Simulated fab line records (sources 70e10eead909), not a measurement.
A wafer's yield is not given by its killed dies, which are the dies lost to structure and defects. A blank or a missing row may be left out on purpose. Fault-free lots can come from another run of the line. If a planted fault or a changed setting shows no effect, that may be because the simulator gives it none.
A struck lot beside a sound one || flow nand-harc || 18 steps out of a route of 1159
Sound: these wafers, L940.2, L940.3, L940.4. Struck: wafers L947.2, L947.3, L947.4. The cause is given at the end.
Per side, at each step with rows, come the tool, then ch with its chambers, and then its first start. Under that, the readings that differ: sound wafers || struck wafers || difference of the means || sigmas: that difference in standard deviations of wafers without a fault.
alike: readings with means less than 2 such deviations apart, plus words and numbers identical on both sides. not compared: withheld readings, readings lacking a value on some wafer, bounds such as >300 that could conceal the same value, and numbers that have no deviation in the record and whose values overlap.
The two part at a step that has a row with sigmas, a row that says differs or no value, or rows on one side only. Numbers that don't overlap but have no deviation are shown without sigmas and don't part them. A reading missing from all wafers of one side parts the sides only when that side holds two or more wafers.

NHARC_P_BONDPAD_ETCH_37: etches the open film in N2/H2, target depth 60 nm, overetch 18 nm, time 65.91 s.
  sound on rie-diel-03 ch 0,1,2, day 6 04:12; struck on rie-diel-03 ch 1,2,3, day 8 11:16
{"reading": "rf-hours-counter-h (h)", "sound": "7 7 7", "struck": "13 13 13", "difference": "+6", "sigmas": ""}
  alike: drypump-motor-current-A, oes-product-au, rf-vpp-V, showerhead-plenum-p-Torr, throttle-valve-pct
then, 1 step without rows for these wafers: NHARC_P_BONDPAD_ETCH_12 (etches the open film in CHF3/O2, target depth 200 nm, time 100 s).
NHARC_P_BONDPAD_CD_MEAS_13:
  sound on cd-sem-01 at day 6 04:26; struck on cd-sem-02 at day 8 11:29
  alike: cd-nm
then, 3 steps without rows for these wafers: NHARC_P_BONDPAD_STRIP_15 (strips in O2); NHARC_P_BONDPAD_ETCH_24 (etches the open film in CF4/N2, target depth 30 nm, time 72.99 s); NHARC_P_BONDPAD_STRIP_16 (strips in post etch residue remover, time 600 s).
NHARC_P_BONDPAD_DEGAS_25: time 60 s.
  sound on pvd-sputter-03 at day 6 05:03; struck on pvd-sputter-03 at day 8 12:07
  alike: heater-power-w
NHARC_P_BONDPAD_PRE_CLEAN_26: time 30 s.
  sound on pvd-sputter-03; struck on pvd-sputter-03
  alike: heater-power-w
then, 3 steps without rows for these wafers: NHARC_P_BONDPAD_PVD_17 (deposits TaN, target thk 5 nm, time 8.06 s); NHARC_P_BONDPAD_PVD_27 (deposits Cu, target thk 30 nm, time 20.49 s); NHARC_P_BONDPAD_ECD_18 (material Cu, target thk 400 nm).
NHARC_P_BONDPAD_ANNEAL_28: time 90 s.
  sound on rtp-anneal-02 ch 0, day 6 05:57; struck on rtp-anneal-01 ch 0, day 8 12:55
  alike: wafer_temp_C_max
NHARC_P_BONDPAD_CMP_19: polishes, t overpolish 30 s, cu recess touch 16 s, target thk 160.81 nm.
  sound on cmp-02 ch 1,2,3, day 6 06:16; struck on cmp-03 ch 1,2,3, day 8 13:12
  alike: motor-current-A, overpolish-run-s
NHARC_P_BONDPAD_THK_MEAS_20: measures by xrf.
  sound on film-metro-02 at day 6 06:34; struck on film-metro-02 at day 8 13:31
  alike: thk-nm
then, 1 step without rows for these wafers: NHARC_P_BONDPAD_SRD_21 (time 30 s, dry time 20 s).
NHARC_P_BONDPAD_INSPECT_23:
  sound on defect-inspect-02 at day 6 06:47; struck on defect-inspect-01 at day 8 13:54
{"reading": "raw-defect-count", "sound": "307 515 329", "struck": "647 585 778", "difference": "+286", "sigmas": "+3"}
  not compared: hold
NHARC_P_BONDPAD_ACTIVATE_29: chemistry N2, time 60 s.
  sound on rie-diel-03 ch 0,1,3, day 6 06:52; struck on rie-diel-03 ch 0,1,3, day 8 14:59
{"reading": "hold", "sound": "- - -", "struck": "await-dispo/1.0h/release await-dispo/1.0h/release await-dispo/1.0h/release", "difference": "no value on the sound wafers", "sigmas": ""}
{"reading": "rf-hours-counter-h (h)", "sound": "8 8 7", "struck": "14 13 13", "difference": "+6", "sigmas": ""}
  alike: drypump-motor-current-A, oes-product-au, rf-vpp-V, showerhead-plenum-p-Torr
-- record jumps: 13 days between struck wafers' starts before vs after; left off in module P_BONDPAD, resumes in module END, first step shown is number 1159 of the route --
NHARC_END_SORT_01:
  sound on prober-01 ch 0, day 19 06:28; struck on prober-01 ch 0, day 22 02:29
{"reading": "defect-limited-yield (%)", "sound": "96.3 96.2 95.9", "struck": "51.6 49.9 48.2", "difference": -46.2, "sigmas": -27}
{"reading": "killed-at-periphery", "sound": "2 5 2", "struck": "297 309 323", "difference": "+307", "sigmas": "+99 or more"}
{"reading": "killed-dies", "sound": "25 26 28", "struck": "328 339 351", "difference": "+313", "sigmas": "+26"}
{"reading": "sort_bin_2_pct (%)", "sound": "0.9 1.3 1.5", "struck": "13.7 16.5 17.7", "difference": "+14.7", "sigmas": "+21"}
{"reading": "sort_bin_3_pct (%)", "sound": "0 0 0.15", "struck": "2.95 3.25 3.84", "difference": "+3.30", "sigmas": "+15"}
{"reading": "sort_bin_4_pct (%)", "sound": "2.8 2.5 2.5", "struck": "31.8 30.3 30.3", "difference": "+28.2", "sigmas": "+24"}
{"reading": "sort-n-pass", "sound": "652 651 649", "struck": "349 338 326", "difference": -313, "sigmas": -26}
{"reading": "sort-rim-yield-pct (%)", "sound": "97.2 98.1 96.2", "struck": "55.7 50.9 46.2", "difference": -46.2, "sigmas": -31}
{"reading": "sort-yield-pct (%)", "sound": "96.3 96.2 95.9", "struck": "51.6 49.9 48.2", "difference": -46.2, "sigmas": -27}
  alike: killed-at-array, killed-at-other, killed-open, killed-short

== WHERE THEY PART ==
First at NHARC_P_BONDPAD_INSPECT_23; last, within this record, at NHARC_END_SORT_01.

WHY: the cause the simulator had injected
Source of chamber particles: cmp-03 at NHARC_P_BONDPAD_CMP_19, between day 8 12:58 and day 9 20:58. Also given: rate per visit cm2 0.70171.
